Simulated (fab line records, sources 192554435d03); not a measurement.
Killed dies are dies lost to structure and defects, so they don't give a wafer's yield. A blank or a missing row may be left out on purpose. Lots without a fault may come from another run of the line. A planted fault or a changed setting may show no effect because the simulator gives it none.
fab line records | flow n5_finfet
record lots=9 wafers=27 last_day=19
route steps=1938 shown BEOL_M4@1111 BEOL_M12@1602 PASSIVATION@1936
lots that met no fault: from a run of the same line without faults
start_h: hours from the record's first day to the start of the lot's first wafer shown | wait_h: hours since the lot's step before | " the same as in the row above | L1.1+2: a row that stands for several wafers | - no value, or no start given | * or withheld: withheld | < > ~ a bound
route shown NAME@n: a module of which the file shows steps, and the number in the route of the first | usual: mean/standard deviation of fault-free wafers | same: alike in all rows | chamber/n: place in a boat | sites: the reading at each site | _std_site: their standard deviation | _edge_site: outer sites' mean less inner sites' | radius_mm: how far each site lies from the wafer's centre | mask NAME#n: copy n | behind: the tool/chamber that last shaped the wafer | hold: why the lot was held/for how many hours/how that ended | device: the transistor (n, p or np) that didn't switch | end of line: the same wafers' tests at the end of the route | a step without rows: its recipe alone | killed: dies lost to structure and defects at the first sort, not the wafer's yield | map: a wafer's dies, x killed, . not, _ none there
set.NAME: the setting as run; set.NAME@STEP: as run at that earlier step | model.NAME: the simulator's own value behind a step, which no gauge read
steps of the route over a sample of lots; a table a step, a row a wafer
services: from which hour (start_h, from the record's first day; less than 0 if before it) a tool's chamber was out of use, for how many hours, and why
## steps
# step N5_BEOL_M4_RC_MEAS_101
# usual DIBL_N=36.4/1.4 DIBL_P=36.4/1.5 IOFF_N=0.156/0.022 IOFF_P=0.210/0.023 ION_N=675/9.1 ION_P=463/5.7 SS_N=71.6/0.45 SS_P=73.3/0.56 VT_N=250/3.1 VT_P=-250.3/2.3
# columns lot.wafer tool chamber start_h wait_h DIBL_N[mV/V] DIBL_P[mV/V] IOFF_N[nA/um] IOFF_P[nA/um] ION_N[uA/um] ION_P[uA/um] SS_N[mV/dec] SS_P[mV/dec] VT_N[mV] VT_P[mV]
L454.2 prober-01 0 198.47 0.2 35.5 32.1 0.117 0.181 667 459 71.3 73.0 259 -252.0
L454.3 " 0 " " 38.7 36.9 0.175 0.263 674 463 72.3 73.6 249 -247.5
L454.5 " 0 " " 37.8 35.6 0.158 0.238 680 465 72.1 74.2 251 -249.4
L456.1 prober-02 0 222.00 0.0 34.5 34.8 0.139 0.180 663 453 71.0 72.3 252 -248.9
L456.2 " 0 " " 35.7 36.9 0.163 0.217 672 459 71.0 73.5 248 -248.0
L456.5 " 0 " " 35.5 37.1 0.166 0.213 678 462 71.6 73.3 248 -248.4
L469.2 prober-01 0 280.29 0.2 36.2 33.8 0.155 0.191 677 456 71.6 72.4 248 -249.8
L469.3 " 0 " " 37.6 36.6 0.175 0.228 684 468 71.5 73.7 249 -247.9
L469.4 " 0 " " 37.3 36.0 0.173 0.223 687 465 71.4 73.1 248 -247.1
L470.1 prober-01 0 289.62 0.0 37.7 38.4 0.171 0.213 681 467 71.7 73.4 250 -251.3
L470.3 " 0 " " 37.9 38.2 0.176 0.225 681 465 72.3 73.7 249 -249.6
L470.6 " 0 " " 38.8 40.0 0.190 0.240 691 463 71.6 73.7 249 -248.2
L472.1 prober-02 0 306.09 0.0 39.0 37.6 0.191 0.251 683 470 72.0 73.5 250 -247.7
L472.5 " 0 " " 37.2 35.8 0.156 0.227 678 469 71.0 73.2 251 -247.3
L472.6 " 0 " " 37.0 35.3 0.150 0.210 674 462 71.3 73.4 253 -249.9
L474.2 prober-02 0 315.48 0.2 35.8 35.7 0.152 0.211 673 468 71.3 73.6 252 -248.7
L474.5 " 0 " " 34.8 34.3 0.131 0.188 672 465 71.2 73.3 251 -250.2
L474.6 " 0 " " 35.5 35.9 0.142 0.224 673 467 71.6 73.2 252 -248.7
L475.2 prober-01 0 317.64 0.2 37.2 37.8 0.178 0.224 680 465 71.8 73.4 246 -249.6
L475.5 " 0 " " 38.5 37.8 0.199 0.230 683 464 72.1 73.7 247 -250.2
L475.6 " 0 " " 36.9 36.5 0.160 0.202 681 466 71.9 73.5 248 -252.1
L476.1 prober-02 0 327.70 0.0 37.2 38.6 0.187 0.259 685 477 72.3 73.5 246 -249.3
L476.3 " 0 " " 36.8 37.0 0.166 0.228 671 465 72.1 74.1 248 -249.0
L476.4 " 0 " " 35.9 35.9 0.152 0.212 675 467 71.6 73.8 249 -250.1
L477.2 prober-02 0 342.34 0.2 37.0 38.0 0.164 0.233 669 468 71.6 73.6 250 -249.7
L477.3 " 0 " " 35.1 36.5 0.139 0.205 669 465 71.4 72.4 252 -248.6
L477.5 " 0 " " 36.8 38.2 0.174 0.235 676 467 71.8 72.8 249 -249.1
# step N5_BEOL_M12_ILD_DEP_00
# recipe material=SiOC target_thk_a=6589.2 temp_c=350 precursor=DEMS/O2 pressure_torr=5 rf_w=500 time_s=130.7
# usual chamber_pressure_Torr=4.999/0.01 heater_power_outer_w=270/74 heater_power_w=494/110 showerhead_plenum_p_Torr=5.695/0.017 throttle_valve_pct=12.1/0.49
# columns lot.wafer tool chamber start_h wait_h chamber_pressure_Torr heater_power_outer_w heater_power_w showerhead_plenum_p_Torr throttle_valve_pct
L454.2 pecvd-04 1 258.83 0.0 4.989 184 365 5.693 12.0
L454.3 " 0 " " 5.000 293 567 5.685 11.9
L454.5 " 0 " " 5.002 321 594 5.690 11.9
L456.1 pecvd-04 1 291.22 0.0 5.008 194 379 5.693 12.2
L456.2 " 2 " " 5.000 233 438 5.671 11.7
L456.5 " 0 " " 5.010 327 603 5.709 12.1
L469.2 pecvd-04 0 347.42 0.0 5.010 263 525 5.700 12.1
L469.3 " 2 " " 5.004 204 397 5.675 11.9
L469.4 " 1 " " 5.002 199 376 5.674 12.3
L470.1 pecvd-02 0 354.68 0.0 5.001 208 433 5.690 12.3
L470.3 " 1 " " 4.992 351 570 5.678 11.3
L470.6 " 2 " " 4.981 230 410 5.700 11.7
L472.1 pecvd-02 0 371.09 0.0 5.003 209 428 5.679 12.0
L472.5 " 1 " " 5.017 369 576 5.697 11.6
L472.6 " 2 " " 4.996 245 440 5.696 11.7
L474.2 pecvd-01 2 377.92 0.0 4.997 384 634 5.735 12.6
L474.5 " 1 " " 5.014 223 439 5.697 13.2
L474.6 " 0 " " 5.002 323 582 5.705 12.2
L475.2 pecvd-02 2 384.95 0.0 5.015 218 402 5.699 11.6
L475.5 " 0 " " 4.998 261 498 5.687 12.1
L475.6 " 2 " " 5.000 235 421 5.684 11.7
L476.1 pecvd-04 0 405.40 0.0 5.003 290 541 5.684 11.8
L476.3 " 1 " " 5.012 156 319 5.680 12.1
L476.4 " 1 " " 5.003 174 346 5.679 12.2
L477.2 pecvd-01 0 409.44 0.0 4.985 330 582 5.724 12.2
L477.3 " 2 " " 5.004 408 701 5.714 12.6
L477.5 " 0 " " 4.986 354 612 5.724 12.4
# step N5_BEOL_M12_DESCUM_15
# recipe chemistry=O2 time_s=7.9 source_power_w=50 bias_power_w=20 pressure_mtorr=20 rf_frequency_hz=2.712e+07 temp_c=40 o2_flow_sccm=225
# usual drypump_motor_current_A=5.9/0.5 oes_product_au=0.77/0.072 rf_vpp_V=243.8/1.2 showerhead_plenum_p_Torr=2.14/0.059 throttle_valve_pct=20.45/0.2
# columns lot.wafer tool chamber start_h wait_h drypump_motor_current_A oes_product_au rf_hours_counter_h rf_vpp_V showerhead_plenum_p_Torr throttle_valve_pct
L454.2 rie_diel-03 2 259.54 0.2 5.8 0.84 60 244.1 2.21 20.62
L454.3 " 3 " " 6.1 0.73 187 242.6 2.08 20.55
L454.5 " 3 " " 6.2 0.73 - 242.1 2.08 20.54
L456.1 rie_diel-05 3 291.75 0.0 6.4 0.69 230 243.8 2.15 20.65
L456.2 " 0 " " 5.7 0.71 169 244.0 2.17 20.57
L456.5 " 1 " " 4.9 0.83 - 243.0 2.04 20.36
L469.2 rie_diel-05 3 348.21 0.0 6.4 0.68 243 244.7 2.15 20.67
L469.3 " 1 " " 4.9 0.81 103 241.8 2.03 20.39
L469.4 " 3 " " 6.4 0.68 - 243.4 2.15 20.69
L470.1 rie_diel-03 2 355.51 0.2 5.8 0.79 101 245.6 2.20 20.68
L470.3 " 3 " " 6.1 0.71 227 242.4 2.06 20.58
L470.6 " 2 " " 5.8 0.79 - 244.8 2.20 20.67
L472.1 rie_diel-02 0 371.62 0.0 6.2 0.68 249 243.7 2.14 20.52
L472.5 " 3 " " 5.8 0.76 - 246.0 2.17 20.65
L472.6 " 0 " " 6.1 0.68 - 243.5 2.14 20.50
L474.2 rie_diel-03 2 378.44 0.0 5.8 0.78 110 244.8 2.20 20.70
L474.5 " 3 " " 6.1 0.70 - 242.9 2.06 20.59
L474.6 " 2 " " 5.8 0.79 - 244.6 2.20 20.70
L475.2 rie_diel-03 3 385.48 0.0 6.1 0.70 235 242.5 2.06 20.61
L475.5 " 2 " " 5.8 0.78 - 244.4 2.20 20.70
L475.6 " 0 " " 6.4 0.81 - 243.7 2.12 20.28
L476.1 rie_diel-03 2 406.49 0.5 5.8 0.77 121 243.3 2.19 20.70
L476.3 " 3 " " 6.1 0.69 245 243.6 2.06 20.62
L476.4 " 3 " " 6.1 0.69 - 243.4 2.06 20.63
L477.2 rie_diel-03 3 410.14 0.0 6.1 0.70 247 243.2 2.06 20.64
L477.3 " 1 " " 6.7 1.01 0 244.0 2.14 19.82
L477.5 " 1 " " 6.7 1.00 - 243.3 2.14 19.80
# step N5_BEOL_M12_STRIP_63
# recipe chemistry=N2/H2 power_w=1000 temp_c=250 h2_frac=0.65 overash_fraction=0.3 pressure_mtorr=1000 n2_flow_sccm=1750 h2_flow_sccm=3250
# usual chamber_pressure_mTorr=1000.1/0.88 drypump_motor_current_A=5.5/0.53 heater_power_w=333/29 oes_product_au=0.693/0.0047 strip_time_to_endpoint_s=42.6/0.67
# same overash_fraction=0.3
# columns lot.wafer tool chamber start_h wait_h chamber_pressure_mTorr drypump_motor_current_A heater_power_w oes_product_au rf_hours_counter_h strip_time_to_endpoint_s
L454.2 plasma_asher-01 0 259.83 - 1000.5 5.6 357 0.701 130 42.2
L454.3 " 0 " " 1000.4 5.6 368 0.692 - 41.4
L454.5 " 0 " " 1000.1 5.6 368 0.698 - 40.5
L456.1 plasma_asher-02 0 292.03 - 998.7 6.1 340 0.692 70 43.5
L456.2 " 1 " " 999.7 5.9 336 0.688 70 42.0
L456.5 " 0 " " 1001.3 6.1 348 0.691 - 41.9
L469.2 plasma_asher-02 0 348.52 - 999.5 6.1 339 0.690 81 43.3
L469.3 " 1 " " 1000.0 5.9 338 0.702 - 43.2
L469.4 " 0 " " 1000.5 6.1 347 0.691 - 43.2
L470.1 plasma_asher-01 0 355.80 - 1000.4 5.6 356 0.693 152 42.9
L470.3 " 0 " " 999.5 5.6 357 0.691 - 42.2
L470.6 " 1 " " 1000.7 4.7 290 0.692 - 42.5
L472.1 plasma_asher-01 1 371.90 - 1001.1 4.7 291 0.695 155 43.6
L472.5 " 0 " " 1000.7 5.6 367 0.694 - 41.9
L472.6 " 1 " " 999.9 4.8 292 0.694 - 42.7
L474.2 plasma_asher-01 1 378.73 - 998.9 4.8 295 0.695 156 42.9
L474.5 " 0 " " 1000.0 5.6 358 0.688 - 42.3
L474.6 " 1 " " 999.5 4.8 297 0.686 - 42.6
L475.2 plasma_asher-02 1 385.76 - 1000.1 5.9 328 0.692 89 43.4
L475.5 " 1 " " 1000.9 5.9 337 0.701 - 42.6
L475.6 " 0 " " 999.3 6.1 344 0.692 - 42.9
L476.1 plasma_asher-02 0 406.78 - 1000.3 6.1 352 0.695 93 43.7
L476.3 " 0 " " 1001.3 6.1 345 0.705 - 43.1
L476.4 " 1 " " 998.5 5.9 343 0.689 - 42.3
L477.2 plasma_asher-02 1 410.42 - 1000.3 5.9 341 0.695 93 43.4
L477.3 " 0 " " 1000.4 6.1 346 0.699 - 42.8
L477.5 " 1 " " 1000.7 6.0 331 0.697 - 42.8
# step N5_BEOL_M12_STRIP_64
# recipe chemistry=N2/H2 power_w=1000 temp_c=250 h2_frac=0.65 overash_fraction=0.3 pressure_mtorr=withheld n2_flow_sccm=1750 h2_flow_sccm=3250
# usual drypump_motor_current_A=5.5/0.53 h2_flow_sccm=3250/9.2 heater_power_w=332/29 oes_product_au=0.716/0.0046 overash_fraction=0.3/0 strip_time_to_endpoint_s=31.29/0.088
# columns lot.wafer tool chamber start_h wait_h drypump_motor_current_A h2_flow_sccm heater_power_w oes_product_au overash_fraction rf_hours_counter_h strip_time_to_endpoint_s
L454.2 plasma_asher-01 0 259.89 0.0 5.6 3244 349 0.722 0.3 130 31.19
L454.3 " 0 " " 5.6 3268 364 0.714 0.3 - 31.18
L454.5 " 0 " " 5.6 3249 375 0.717 0.3 - 31.20
L456.1 plasma_asher-02 0 292.09 0.0 6.1 3261 360 0.721 0.3 70 31.14
L456.2 " 1 " " 5.9 3242 331 0.718 0.3 70 31.09
L456.5 " 0 " " 6.1 3251 338 0.718 0.3 - 31.21
L469.2 plasma_asher-02 0 348.58 0.0 - - - - - - -
L469.3 " 1 " " - - - - - - -
L469.4 " 0 " " - - - - - - -
L470.1 plasma_asher-01 0 355.86 0.0 - - - - - - -
L470.3 " 0 " " - - - - - - -
L470.6 " 1 " " - - - - - - -
L472.1 plasma_asher-01 1 371.96 0.0 - - - - - - -
L472.5 " 0 " " - - - - - - -
L472.6 " 1 " " - - - - - - -
L474.2 plasma_asher-01 1 378.79 0.0 4.7 3256 290 0.716 0.3 156 31.33
L474.5 " 0 " " 5.6 3244 356 0.717 0.3 - 31.35
L474.6 " 1 " " 4.7 3258 289 0.723 0.3 - 31.42
L475.2 plasma_asher-02 1 385.82 0.0 5.9 3246 329 0.709 0.3 89 31.23
L475.5 " 1 " " 5.9 3265 334 0.716 0.3 - 31.24
L475.6 " 0 " " 6.1 3257 345 0.723 0.3 - 31.26
L476.1 plasma_asher-02 0 406.84 0.0 6.1 3250 343 0.719 0.3 93 31.22
L476.3 " 0 " " 6.1 3247 344 0.714 0.3 - 31.19
L476.4 " 1 " " 5.9 3260 332 0.716 0.3 - 31.26
L477.2 plasma_asher-02 1 410.48 0.0 5.9 3238 335 0.713 0.3 93 31.32
L477.3 " 0 " " 6.1 3257 340 0.716 0.3 - 31.29
L477.5 " 1 " " 5.9 3241 350 0.713 0.3 - 31.27
# step N5_PASSIVATION_PROBE_49
# usual defect_limited_yield=91.5/1.3 killed_at_M0_to_M3=33/10 killed_at_M4_up=13/4 killed_at_contacts=12/6.3 killed_at_front_end=39/11 killed_at_other=3.4/2.6 killed_dies=100/15 killed_on_rim=13/4 killed_open=65/11 killed_short=34/7.8 sort_bin_5_function=5.0/0.89 sort_bin_6_memory=3.2/0.58 sort_n_pass=1080/15 sort_yield_pct=91.5/1.3
# same gross_dies=1180 killed_at_back_side=0 sort_bin_4_leakage[%]=0 sort_bin_8_speed[%]=0
# columns lot.wafer tool chamber start_h wait_h defect_limited_yield[%] killed_at_M0_to_M3 killed_at_M4_up killed_at_contacts killed_at_front_end killed_at_other killed_dies killed_on_rim killed_open killed_short sort_bin_5_function[%] sort_bin_6_memory[%] sort_n_pass sort_yield_pct[%]
L469.2 prober-02 - 392.46 0.1 49.9 35 497 13 42 4 591 135 71 35 47.1 2.7 589 49.9
L469.3 prober-02 - 392.51 0.1 48.7 39 523 10 30 3 605 34 50 39 47.5 3.1 575 48.7
L469.4 prober-02 - 392.56 0.2 48.5 24 539 20 25 0 608 111 48 29 48.2 2.9 572 48.5
L470.1 prober-02 - 394.38 0.0 45.7 38 551 7 43 2 641 113 52 43 51.0 2.7 539 45.7
L470.3 prober-02 - 394.48 0.1 50.8 34 500 2 42 3 581 35 49 43 45.3 3.3 599 50.8
L470.6 prober-02 - 394.63 0.3 49.7 39 512 4 36 2 593 112 52 34 46.9 2.6 587 49.7
L472.1 prober-01 - 416.77 0.0 49.2 37 510 20 31 2 600 138 66 36 46.6 3.6 580 49.2
L472.5 prober-01 - 416.97 0.2 46.6 29 538 20 37 6 630 25 65 42 49.4 3.6 550 46.6
L472.6 prober-01 - 417.02 0.3 48.8 29 506 18 50 1 604 40 60 48 47.1 3.1 576 48.8
# killed by level:class
L469.2 BEOL_M12:area_sputter=485 BEOL_M0_SAQP:geometric_particle:open=12 FIN_SAQP:geometric_particle:short=10 MOL_CONTACT_COAG:geometric_particle:open=9 STI_FIN_REVEAL:geometric_particle:open=7 BEOL_M0_SAQP:geometric_particle:short=7 GATE_CUT:geometric_particle:open=6 GATE_CUT:geometric_particle:short=6
L469.3 BEOL_M12:area_sputter=515 BEOL_M0_SAQP:geometric_particle:short=11 FIN_SAQP:geometric_particle:short=9 MOL_CONTACT_COAG:geometric_particle:open=9 BEOL_M2:geometric_particle:open=8 GATE_CUT:geometric_particle:short=7 BEOL_M0_SAQP:geometric_particle:open=7 BEOL_M3:geometric_particle:open=5
L469.4 BEOL_M12:area_sputter=531 MOL_CONTACT_COAG:geometric_particle:open=15 BEOL_M0_SAQP:geometric_particle:short=8 FIN_SAQP:geometric_particle:open=7 GATE_CUT:geometric_particle:short=6 BEOL_M3:geometric_particle:open=6 MOL_CONTACT_COAG:geometric_particle:short=5 FIN_SAQP:geometric_particle:short=3
L470.1 BEOL_M12:area_sputter=543 BEOL_M0_SAQP:geometric_particle:short=11 FIN_SAQP:geometric_particle:open=10 BEOL_M0_SAQP:geometric_particle:open=10 FIN_SAQP:geometric_particle:short=9 GATE_CUT:geometric_particle:short=6 MOL_CONTACT_COAG:geometric_particle:open=6 BEOL_M3:geometric_particle:open=4
L470.3 BEOL_M12:area_sputter=485 FIN_SAQP:geometric_particle:short=11 BEOL_M0_SAQP:geometric_particle:short=11 STI_FIN_REVEAL:geometric_particle:open=9 BEOL_M0_SAQP:geometric_particle:open=7 BEOL_M2:geometric_particle:open=7 BEOL_M4:geometric_particle:open=5 FIN_SAQP:geometric_particle:open=3
L470.6 BEOL_M12:area_sputter=504 BEOL_M0_SAQP:geometric_particle:short=12 BEOL_M0_SAQP:geometric_particle:open=11 FIN_SAQP:geometric_particle:short=8 FIN_SAQP:geometric_particle:open=6 BEOL_M3:geometric_particle:open=6 BEOL_M2:geometric_particle:open=5 STI_FIN_REVEAL:geometric_particle:open=4
L472.1 BEOL_M12:area_sputter=496 MOL_CONTACT_COAG:geometric_particle:open=15 BEOL_M2:geometric_particle:open=10 BEOL_M3:geometric_particle:open=10 BEOL_M2:geometric_particle:short=8 ILD0:geometric_particle:open=6 BEOL_M0_SAQP:geometric_particle:short=6 FIN_SAQP:geometric_particle:open=5
L472.5 BEOL_M12:area_sputter=523 MOL_CONTACT_COAG:geometric_particle:open=16 FIN_SAQP:geometric_particle:short=10 BEOL_M0_SAQP:geometric_particle:open=7 BEOL_M0_SAQP:geometric_particle:short=7 BEOL_M3:geometric_particle:open=6 STI_FIN_REVEAL:geometric_particle:open=5 BEOL_M4:geometric_particle:open=5
L472.6 BEOL_M12:area_sputter=494 FIN_SAQP:geometric_particle:short=15 MOL_CONTACT_COAG:geometric_particle:open=13 BEOL_M3:geometric_particle:open=7 STARTING-WAFER:geometric_particle:short=7 BEOL_M2:geometric_particle:short=6 BEOL_M2:geometric_particle:open=6 FIN_SAQP:geometric_particle:open=5
## services
# columns tool chamber start_h hours kind
rie_diel-02 0 236.29 1.6 repair
rie_diel-05 2 248.47 1.5 repair
rie_diel-05 2 250.18 - clean
rie_diel-05 2 250.18 - consumable_replace:focus_ring
rie_diel-05 2 250.18 13.4 scheduled_down
rie_diel-03 0 253.76 5.9 repair
pecvd-04 2 263.06 2.1 scheduled_down
pecvd-01 - 274.98 0.7 repair
rie_diel-05 1 276.26 3.2 repair
pecvd-02 - 307.15 0.7 repair
rie_diel-05 - 322.76 14.6 pm
pecvd-04 1 324.98 5.5 scheduled_down
plasma_asher-02 - 329.02 2.8 pm
rie_diel-05 0 341.64 21.4 repair
pecvd-02 1 356.11 8.4 repair
rie_diel-05 1 364.89 25.3 repair
pecvd-01 - 365.75 2.3 repair
rie_diel-03 3 373.30 4.5 repair
rie_diel-02 0 377.03 1.3 repair
rie_diel-03 1 385.22 - clean
rie_diel-03 1 385.22 - consumable_replace:focus_ring
rie_diel-03 1 385.22 24.3 scheduled_down
rie_diel-03 1 385.22 24.3 vent_cycle
pecvd-04 - 398.77 2.8 pm
## key
first_sign step=N5_BEOL_M12_STRIP_64 reading=tool_record direction=missing
effect step=N5_PASSIVATION_PROBE_49 reading=killed_at_M4_up direction=up sigmas=99+ usual=13 struck=520
more_kills_born_at N5_BEOL_M12_SPUTTER_43@pvd_sputter-01=3045 N5_BEOL_M12_SPUTTER_43@pvd_sputter-03=1531
met_at N5_BEOL_M12_STRIP_64
struck_lots L469,L470,L472
not_acting_at N5_BEOL_M12_ILD_DEP_00,N5_BEOL_M12_DESCUM_15,N5_BEOL_M12_STRIP_63
onset_between 292.09 348.58
fault kind=skipped_step_whole tool=plasma_asher-01,plasma_asher-02 chamber=- onset_h=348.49 steps=N5_BEOL_M12_STRIP_64 scope=struck_lots_only
